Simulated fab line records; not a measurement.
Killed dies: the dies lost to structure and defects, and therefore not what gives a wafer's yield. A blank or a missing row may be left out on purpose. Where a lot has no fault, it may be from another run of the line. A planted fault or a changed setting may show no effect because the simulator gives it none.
Which tool did it? | flow n5Finfet | Sampling: 10 lots, 30 wafers, 5 of 1938 route steps

WHAT THE GAUGES READ, wafer by wafer
N5_BEOL_M4_RC_MEAS_101.
lot  | measured     | on        | DIBL_N (mV/V)  | DIBL_P (mV/V)  | IOFF_N (nA/um)    | IOFF_P (nA/um)    | ION_N (uA/um) | ION_P (uA/um) | SS_N (mV/dec)  | SS_P (mV/dec)  | VT_N (mV)         | VT_P (mV)
L152 | day 8 03:00  | prober-02 | 38.5 37.3 37.8 | 37.2 36.1 36.4 | 0.193 0.166 0.186 | 0.238 0.221 0.228 | 675 675 676   | 461 467 459   | 72.4 71.7 72.4 | 73.6 73.4 74.0 | 249.0 249.5 248.0 | -247.1 -250.3 -248.3
L154 | day 8 05:42  | prober-02 | 36.4 37.6 36.8 | 35.9 36.8 35.5 | 0.157 0.184 0.168 | 0.212 0.222 0.214 | 680 685 683   | 470 468 468   | 70.9 71.6 71.6 | 73.2 73.4 72.8 | 248.7 247.1 247.9 | -249.4 -247.8 -248.2
L155 | day 8 12:34  | prober-02 | 36.4 36.8 34.2 | 36.6 37.2 34.2 | 0.157 0.168 0.123 | 0.228 0.234 0.191 | 673 667 664   | 465 463 456   | 71.7 72.5 71.4 | 73.9 74.0 72.8 | 252.4 250.6 254.9 | -249.1 -248.0 -250.8
L156 | day 8 16:02  | prober-01 | 35.9 39.0 37.4 | 37.0 40.1 38.5 | 0.152 0.200 0.177 | 0.193 0.232 0.216 | 684 688 687   | 469 461 460   | 71.6 72.1 71.7 | 73.0 74.7 73.4 | 251.4 246.1 248.7 | -254.5 -250.3 -253.0
L161 | day 10 10:47 | prober-02 | 35.5 34.9 36.8 | 36.8 34.7 38.0 | 0.164 0.145 0.188 | 0.225 0.190 0.240 | 658 661 677   | 457 456 466   | 71.6 71.4 72.1 | 72.9 72.5 72.9 | 248.2 249.2 245.8 | -250.1 -251.2 -249.5
L170 | day 12 05:59 | prober-02 | 40.7 37.8 38.3 | 39.0 36.8 36.3 | 0.230 0.179 0.175 | 0.267 0.214 0.209 | 675 682 669   | 460 466 454   | 72.9 71.9 72.8 | 74.4 74.1 73.3 | 247.4 247.4 249.5 | -248.4 -249.9 -248.8
L171 | day 13 04:40 | prober-02 | 35.7 36.4 36.1 | 35.6 37.2 36.2 | 0.161 0.173 0.163 | 0.188 0.212 0.193 | 681 675 689   | 458 457 462   | 72.2 71.8 71.4 | 73.8 74.8 73.2 | 249.8 248.5 250.0 | -252.5 -249.4 -252.2
L172 | day 13 07:33 | prober-02 | 36.0 36.4 36.4 | 34.2 33.9 35.0 | 0.153 0.162 0.162 | 0.213 0.216 0.231 | 670 661 665   | 462 457 466   | 71.6 71.6 71.4 | 73.0 71.9 73.6 | 250.2 250.8 250.8 | -250.2 -246.2 -248.0
L174 | day 13 08:16 | prober-01 | 36.9 40.8 38.4 | 36.1 42.2 38.3 | 0.163 0.254 0.188 | 0.192 0.309 0.240 | 676 706 699   | 459 473 472   | 71.7 72.2 71.9 | 73.5 75.0 74.3 | 249.4 244.1 248.1 | -251.9 -243.8 -250.8
L175 | day 13 09:50 | prober-02 | 34.1 37.0 35.6 | 32.7 36.4 35.0 | 0.122 0.164 0.149 | 0.172 0.225 0.198 | 674 673 691   | 465 463 470   | 70.9 71.6 71.2 | 72.6 73.3 73.7 | 252.4 248.5 247.3 | -251.9 -248.6 -248.5

EACH LOT AND THE TOOL THAT RAN IT (in order: tool; ch and the chambers of the sampled wafers; start)
lot  | N5_BEOL_M1_CVD_47               | N5_BEOL_M1_SPUTTER_81       | N5_BEOL_M1_SPUTTER_88       | N5_BEOL_M1_ANNEAL_89
L152 | cvdCo-02 ch 0,1,2, day 6 12:05  | pvdSputter-01, day 6 12:43  | pvdSputter-01, day 6 13:10  | pvdSputter-01, day 6 13:14
L154 | cvdCo-02 ch 1,2, day 6 12:13    | pvdSputter-03, day 6 12:51  | pvdSputter-03, day 6 13:17  | pvdSputter-03, day 6 13:22
L155 | cvdCo-02 ch 0,2, day 7 01:28    | pvdSputter-03, day 7 02:05  | pvdSputter-03, day 7 02:32  | pvdSputter-03, day 7 02:37
L156 | cvdCo-02 ch 1,2, day 7 08:10    | pvdSputter-03, day 7 08:50  | pvdSputter-03, day 7 09:16  | pvdSputter-03, day 7 09:21
L161 | cvdCo-02 ch 1,2, day 8 12:50    | pvdSputter-02, day 8 14:19  | pvdSputter-02, day 8 14:46  | pvdSputter-02, day 8 14:50
L170 | cvdCo-01 ch 0,2, day 10 20:17   | pvdSputter-01, day 10 21:02 | pvdSputter-01, day 10 21:28 | pvdSputter-01, day 10 21:33
L171 | cvdCo-01 ch 0,1,2, day 11 15:07 | pvdSputter-03, day 11 15:43 | pvdSputter-03, day 11 16:09 | pvdSputter-03, day 11 16:14
L172 | cvdCo-02 ch 0,1,2, day 11 20:56 | pvdSputter-03, day 11 21:37 | pvdSputter-03, day 11 22:04 | pvdSputter-03, day 11 22:08
L174 | cvdCo-02 ch 1,2, day 11 22:04   | pvdSputter-02, day 11 22:59 | pvdSputter-02, day 11 23:26 | pvdSputter-02, day 11 23:31
L175 | cvdCo-01 ch 0,1, day 12 00:27   | pvdSputter-02, day 12 01:19 | pvdSputter-02, day 12 01:45 | pvdSputter-02, day 12 01:50
- N5_BEOL_M1_CVD_47: deposits Co from CCTBA/H2, target thk 3 nm, time 223.8 s.
- N5_BEOL_M1_SPUTTER_81: material Cu, target thk 4.5 nm, time 8.29 s.
- N5_BEOL_M1_SPUTTER_88: material Cu, target thk 4.5 nm, time 8.29 s.
- N5_BEOL_M1_ANNEAL_89: time 240 s.

WHAT THE TOOLS THEMSELVES READ (means of the sampled wafers that have a number; where no wafer has one, the mark that the record gives instead)
N5_BEOL_M1_CVD_47.
lot  | tool     | runLengthS (s)
L152 | cvdCo-02 | 247.2
L154 | cvdCo-02 | 247.2
L155 | cvdCo-02 | 247.1
L156 | cvdCo-02 | 246.8
L161 | cvdCo-02 | 247.7
L170 | cvdCo-01 | 246.0
L171 | cvdCo-01 | 246.7
L172 | cvdCo-02 | 247.1
L174 | cvdCo-02 | 246.8
L175 | cvdCo-01 | 246.2

N5_BEOL_M1_SPUTTER_81.
lot  | tool          | chuckGasFlowSccm (sccm) | throttleValvePct (%)
L152 | pvdSputter-01 | 1.24                    | 30.1
L154 | pvdSputter-03 | 1.23                    | 30.3
L155 | pvdSputter-03 | 1.26                    | 30.0
L156 | pvdSputter-03 | 1.30                    | 29.7
L161 | pvdSputter-02 | 1.25                    | 30.1
L170 | pvdSputter-01 | 1.25                    | 30.0
L171 | pvdSputter-03 | 1.26                    | 30.2
L172 | pvdSputter-03 | 1.27                    | 30.2
L174 | pvdSputter-02 | 1.31                    | 30.2
L175 | pvdSputter-02 | 1.24                    | 30.3

N5_BEOL_M1_SPUTTER_88.
lot  | tool          | chuckGasFlowSccm (sccm) | throttleValvePct (%)
L152 | pvdSputter-01 | 1.23                    | 30.2
L154 | pvdSputter-03 | 1.26                    | 30.0
L155 | pvdSputter-03 | 1.24                    | 29.8
L156 | pvdSputter-03 | 1.31                    | 29.9
L161 | pvdSputter-02 | 1.26                    | 30.2
L170 | pvdSputter-01 | 1.27                    | 29.8
L171 | pvdSputter-03 | 1.30                    | 30.1
L172 | pvdSputter-03 | 1.27                    | 30.1
L174 | pvdSputter-02 | 1.20                    | 30.3
L175 | pvdSputter-02 | 1.26                    | 30.3

N5_BEOL_M1_ANNEAL_89.
lot  | tool          | heaterPowerW (W)
L152 | pvdSputter-01 | 856
L154 | pvdSputter-03 | 784
L155 | pvdSputter-03 | 788
L156 | pvdSputter-03 | 855
L161 | pvdSputter-02 | 932
L170 | pvdSputter-01 | 944
L171 | pvdSputter-03 | 775
L172 | pvdSputter-03 | 781
L174 | pvdSputter-02 | 874
L175 | pvdSputter-02 | 875

THE ANSWER, worked out from the rows above alone
Rule: usual is defined by the lots themselves. The widest of any qualifying gaps counts: lots, ordered by their means at a reading, are off when they make up no more than a third of the lots, leave a main group of 4 or more, and stand apart from it by 3 or more times the standard deviation of that group's means. A main group whose means are all the same, to the digits that the tables above print for the reading, isn't used. Also off: a lot with no number at a reading for which 4 or more lots have one. Any other lot the step has rows for is counted as sound. The gauges are gone through in route order, then the tools' own readings, and for those a lot's mean is taken as printed above. The first step at which some lot is off is used, and at that step the reading that is off furthest; a lot without a number counts as furthest.
No lot is off on any of the readings shown, so nothing can be concluded from this.

WHAT WAS PUT IN BY THE SIMULATOR
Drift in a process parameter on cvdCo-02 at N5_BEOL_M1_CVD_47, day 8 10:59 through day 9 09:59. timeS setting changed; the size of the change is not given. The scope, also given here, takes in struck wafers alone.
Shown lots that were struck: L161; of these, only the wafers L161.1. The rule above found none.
